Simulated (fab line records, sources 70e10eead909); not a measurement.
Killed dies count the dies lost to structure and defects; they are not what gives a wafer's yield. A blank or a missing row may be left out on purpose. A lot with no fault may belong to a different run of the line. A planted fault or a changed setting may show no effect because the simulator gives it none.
Matching of chambers || flow nand_harc || rie_diel-10 running NHARC_P_M2_DESCUM_14: 4 sister chambers
The step chemistry O2, time 3 s. 16 wafers are shown with their chamber, then 8 later ones without.

## WAFERS PAIRED WITH THEIR CHAMBERS
{"wafer": "L075.1", "chamber": 1, "drypump_motor_current_A (A)": 5.9, "oes_product_au (a.u.)": 1.006, "rf_vpp_V (V)": 58.7}
{"wafer": "L075.4", "chamber": 2, "drypump_motor_current_A (A)": 5.8, "oes_product_au (a.u.)": 1.019, "rf_vpp_V (V)": 57.3}
{"wafer": "L075.5", "chamber": 3, "drypump_motor_current_A (A)": 5.5, "oes_product_au (a.u.)": 1.006, "rf_vpp_V (V)": 56.5}
{"wafer": "L076.1", "chamber": 0, "drypump_motor_current_A (A)": 6.4, "oes_product_au (a.u.)": 0.992, "rf_vpp_V (V)": 58.0}
{"wafer": "L076.3", "chamber": 1, "drypump_motor_current_A (A)": 5.9, "oes_product_au (a.u.)": 1.008, "rf_vpp_V (V)": 57.2}
{"wafer": "L076.5", "chamber": 3, "drypump_motor_current_A (A)": 5.5, "oes_product_au (a.u.)": 1.006, "rf_vpp_V (V)": 57.6}
{"wafer": "L077.1", "chamber": 3, "drypump_motor_current_A (A)": 5.5, "oes_product_au (a.u.)": 0.996, "rf_vpp_V (V)": 58.1}
{"wafer": "L077.3", "chamber": 2, "drypump_motor_current_A (A)": 5.7, "oes_product_au (a.u.)": 1.008, "rf_vpp_V (V)": 56.8}
{"wafer": "L077.6", "chamber": 0, "drypump_motor_current_A (A)": 6.4, "oes_product_au (a.u.)": 0.985, "rf_vpp_V (V)": 58.7}
{"wafer": "L080.3", "chamber": 1, "drypump_motor_current_A (A)": 5.9, "oes_product_au (a.u.)": 0.999, "rf_vpp_V (V)": 57.4}
{"wafer": "L080.4", "chamber": 3, "drypump_motor_current_A (A)": 5.5, "oes_product_au (a.u.)": 1.003, "rf_vpp_V (V)": 57.3}
{"wafer": "L080.5", "chamber": 3, "drypump_motor_current_A (A)": 5.5, "oes_product_au (a.u.)": 1.005, "rf_vpp_V (V)": 58.5}
{"wafer": "L080.1", "chamber": 2, "drypump_motor_current_A (A)": 5.8, "oes_product_au (a.u.)": 1.013, "rf_vpp_V (V)": 57.7}
{"wafer": "L080.2", "chamber": 0, "drypump_motor_current_A (A)": 6.4, "oes_product_au (a.u.)": 0.993, "rf_vpp_V (V)": 57.7}
{"wafer": "L080.6", "chamber": 0, "drypump_motor_current_A (A)": 6.4, "oes_product_au (a.u.)": 0.997, "rf_vpp_V (V)": 60.1}
{"wafer": "L090.1", "chamber": 3, "drypump_motor_current_A (A)": 5.5, "oes_product_au (a.u.)": 0.998, "rf_vpp_V (V)": 58.2}

SIGNATURES (means of the wafers above)
{"reading": "drypump_motor_current_A", "chamber 0": 6.400, "chamber 1": 5.900, "chamber 2": 5.767, "chamber 3": 5.500, "scatter within a chamber": 0.0236}
{"reading": "oes_product_au", "chamber 0": 0.99175, "chamber 1": 1.00433, "chamber 2": 1.01333, "chamber 3": 1.00233, "scatter within a chamber": 0.00477}
{"reading": "rf_vpp_V", "chamber 0": 58.625, "chamber 1": 57.767, "chamber 2": 57.267, "chamber 3": 57.700, "scatter within a chamber": 0.807}
Rule: for a wafer and a chamber, the distance is found by dividing, reading by reading, the gap between the wafer's reading and the chamber's mean by the reading's scatter, squaring, summing and taking the root. The wafer belongs to the nearest chamber; if the next one is less than 2 further off, it can't be placed. The scatter is the square root of a quotient: the sum, over the shown wafers, of each reading's squared deviation from its chamber's mean, divided by wafers minus chambers.

## WAFERS WITHOUT THEIR CHAMBER
{"wafer": "L090.5", "drypump_motor_current_A (A)": 5.5, "oes_product_au (a.u.)": 0.981, "rf_vpp_V (V)": 57.9}
{"wafer": "L090.6", "drypump_motor_current_A (A)": 6.4, "oes_product_au (a.u.)": 0.994, "rf_vpp_V (V)": 59.0}
{"wafer": "L092.1", "drypump_motor_current_A (A)": 6.4, "oes_product_au (a.u.)": 0.993, "rf_vpp_V (V)": 57.6}
{"wafer": "L092.2", "drypump_motor_current_A (A)": 5.8, "oes_product_au (a.u.)": 1.005, "rf_vpp_V (V)": 57.5}
{"wafer": "L092.5", "drypump_motor_current_A (A)": 5.7, "oes_product_au (a.u.)": 0.997, "rf_vpp_V (V)": 57.8}
{"wafer": "L092.3", "drypump_motor_current_A (A)": 5.5, "oes_product_au (a.u.)": 0.988, "rf_vpp_V (V)": 58.5}
{"wafer": "L092.4", "drypump_motor_current_A (A)": 5.7, "oes_product_au (a.u.)": 0.985, "rf_vpp_V (V)": 59.6}
{"wafer": "L092.6", "drypump_motor_current_A (A)": 5.9, "oes_product_au (a.u.)": 0.999, "rf_vpp_V (V)": 57.8}

## THE CHAMBER EACH PASSED THROUGH
{"wafer": "L090.5", "from the rows above": 3, "in truth": 3}
{"wafer": "L090.6", "from the rows above": 0, "in truth": 0}
{"wafer": "L092.1", "from the rows above": 0, "in truth": 0}
{"wafer": "L092.2", "from the rows above": "can't be placed: 2 or 1", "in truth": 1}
{"wafer": "L092.5", "from the rows above": 2, "in truth": 2}
{"wafer": "L092.3", "from the rows above": 3, "in truth": 3}
{"wafer": "L092.4", "from the rows above": 2, "in truth": 2}
{"wafer": "L092.6", "from the rows above": 1, "in truth": 1}
Correctly placed: 7 of 8. Unplaceable from these rows: 1, with the true chamber sitting among the candidates in 1. Number placed wrongly: 0.
